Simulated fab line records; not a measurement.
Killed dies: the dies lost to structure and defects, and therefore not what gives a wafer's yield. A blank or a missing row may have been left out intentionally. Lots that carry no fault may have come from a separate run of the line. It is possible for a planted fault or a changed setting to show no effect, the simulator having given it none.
Problem report, 8D (eight disciplines) form, completed by code + flow nand-harc + the parts of the form that need people (team, actions taken, sign-off) are left out

## 1. THE PROBLEM
Mean of killed-at-array at NHARC_END_SORT_01: 94 across 9 wafers in 3 lots; on wafers with no fault it is 26 (standard deviation 9.9). That is +6.8 standard deviations from the usual mean.
Earliest sighting: wafer L584.1 on prober-02 at day 20 15:25. The record holds 9 wafers of 3 lots with a number at this step. Rule for "out", or "out of limits": more than 4 standard deviations from the usual mean. The other wafers with a number count as sound.

## 2. WHAT IT IS, AND WHAT IT ISN'T
| question                    | is                           | is not                                            |
|-----------------------------|------------------------------|---------------------------------------------------|
| which readings at this step | killed-at-array, killed-dies | killed-at-other, killed-at-periphery, killed-open |
| which lots                  | L584, L588, L590             | -                                                 |
| which wafers of those lots  | all that have a number       | -                                                 |
| read on which gauges        | prober-01, prober-02         | -                                                 |
| when                        | from day 20 15:25            | up to then (0 sound wafers)                       |

## 3. THE SUSPECTS, EACH WITH WHAT RULES IT OUT
Counting: a tool at a process step up to the reading stays a suspect if it ran every lot that is out and no sound lot after the first of them.
- ruled out: the gauge at NHARC_END_SORT_01. 2 gauges (prober-01, prober-02) read the wafers that are out.
- rie-diel-09 at NHARC_A_CONTACT_STRIP_109 (strips in O2/COS): kept. It ran every lot that is out, first L584 (day 18 12:46), and no sound lot after that.
After counting, what remains is rie-diel-09 at NHARC_A_CONTACT_STRIP_109.

## 4. THE CAUSE (what the simulator had put in)
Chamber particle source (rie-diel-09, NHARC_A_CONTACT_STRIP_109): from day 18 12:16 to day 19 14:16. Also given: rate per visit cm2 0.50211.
Only this tool survived the counting.

## 5. THE EFFECT CHAIN, in route order
Rows list readings where the struck wafers' mean (over those with a number) sits beyond 3 standard deviations from the usual. Readings are gone through only where the record gives a usual standard deviation; hours: the median, over the lots, of the time from a lot's start at the first step in this table giving one to that lot's start at this step; sigmas: the change measured in usual standard deviations.
| hours | step              | reading         | usual | on struck wafers | change | sigmas |
|-------|-------------------|-----------------|-------|------------------|--------|--------|
| 0     | NHARC_END_SORT_01 | killed-at-array | 26    | 94               | +68    | +6.8   |
| 0     | NHARC_END_SORT_01 | killed-dies     | 29    | 97               | +68    | +6.8   |

## 6. HOW IT WOULD HAVE BEEN CAUGHT EARLIER
In this record the first reading out of limits at a measuring or inspecting step was taken at day 20 15:25, 51 hours after the fault began at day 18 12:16.
By day 20 15:25, every lot that is out (3) had started NHARC_A_CONTACT_STRIP_109 on rie-diel-09. Holding the tool at that point would not have protected any of them.
